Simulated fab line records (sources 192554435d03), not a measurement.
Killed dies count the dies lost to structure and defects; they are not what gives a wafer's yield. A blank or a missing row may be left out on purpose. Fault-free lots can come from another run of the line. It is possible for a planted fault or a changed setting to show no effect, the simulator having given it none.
8D (eight disciplines) problem report, filled in by code    flow n5_finfet    the parts of the form that need people (team, actions taken, sign-off) are left out

1. WHAT WENT WRONG
spin_speed_rpm at N5_WELL_APT_COAT_19 reads a mean of 1482.7 rpm on 6 wafers of 2 lots; wafers without a fault read 1357.0 rpm with a standard deviation of 1.1. So: +99 or more standard deviations from the usual mean.
The step: resist thk 950 nm.
First observed at day 3 14:43: wafer L838.2, on litho_track-01. Wafers with a number at this step in the record: 30, from 10 lots. Rule for "out", or "out of limits": more than 4 standard deviations from the usual mean. Any other wafer with a number is counted as sound.

2. WHAT IT IS, WHAT IT ISN'T
question                     is                      is not
which readings at this step  spin_speed_rpm          -
which lots                   L838, L844              L830, L831, L832, L833, L834, L846, L847, L851
which wafers of those lots   all that have a number  -
read on which tools          litho_track-01          litho_track-03, litho_track-04
when                         from day 3 14:43        up to then (15 sound wafers); but 9 sound wafers of L846, L847, L851 came after

3. WHAT RULES OUT EACH SUSPECT
Counting: a tool at any process step up to the reading remains a suspect when it ran all the lots that are out and ran no sound lot after the first of those.
- litho_track-01 at N5_WELL_APT_COAT_19 (resist thk 950 nm): kept. Every lot that is out went through it, starting with L838 (day 3 14:43), and after that it ran no sound lot; the last sound lot it ran before then is L834 (day 2 14:32). On those wafers its own readings are out: spin_speed_rpm.
Remaining after the count: litho_track-01 at N5_WELL_APT_COAT_19.

4. THE CAUSE (what the simulator had put in)
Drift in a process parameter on litho_track-01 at N5_WELL_APT_COAT_19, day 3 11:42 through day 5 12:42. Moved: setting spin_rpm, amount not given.
The count eliminated every tool but this one.

5. THE CHAIN OF EFFECTS, in route order
One row per reading whose mean, taken over the struck wafers that have a number, lies over 3 standard deviations from the usual. Scope: only readings with a usual standard deviation given in the record; hours: median across lots of the time from each lot's start at the first step in this table that gives one to its start at this step; sigmas: change in usual standard deviations.
hours  step                 reading         usual       on struck wafers  change  sigmas
0      N5_WELL_APT_COAT_19  spin_speed_rpm  1357.0 rpm  1482.7            +125.7  +99 or more
Here are the process steps it includes:
- N5_WELL_APT_COAT_19: resist thk 950 nm.
Later steps that measure or inspect, where all struck wafers having a row at the step show a number for every such reading and not one has moved that far: N5_WELL_APT_OVL_MEAS_26, N5_PMOS_HMC_CHANNEL_EPI_CD_MEAS_09, N5_BEOL_M4_RC_MEAS_101.

6. HOW IT WOULD HAVE BEEN CAUGHT EARLIER
First out-of-limits reading in this record: day 3 14:43, which is 3 hours after fault onset at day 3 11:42.
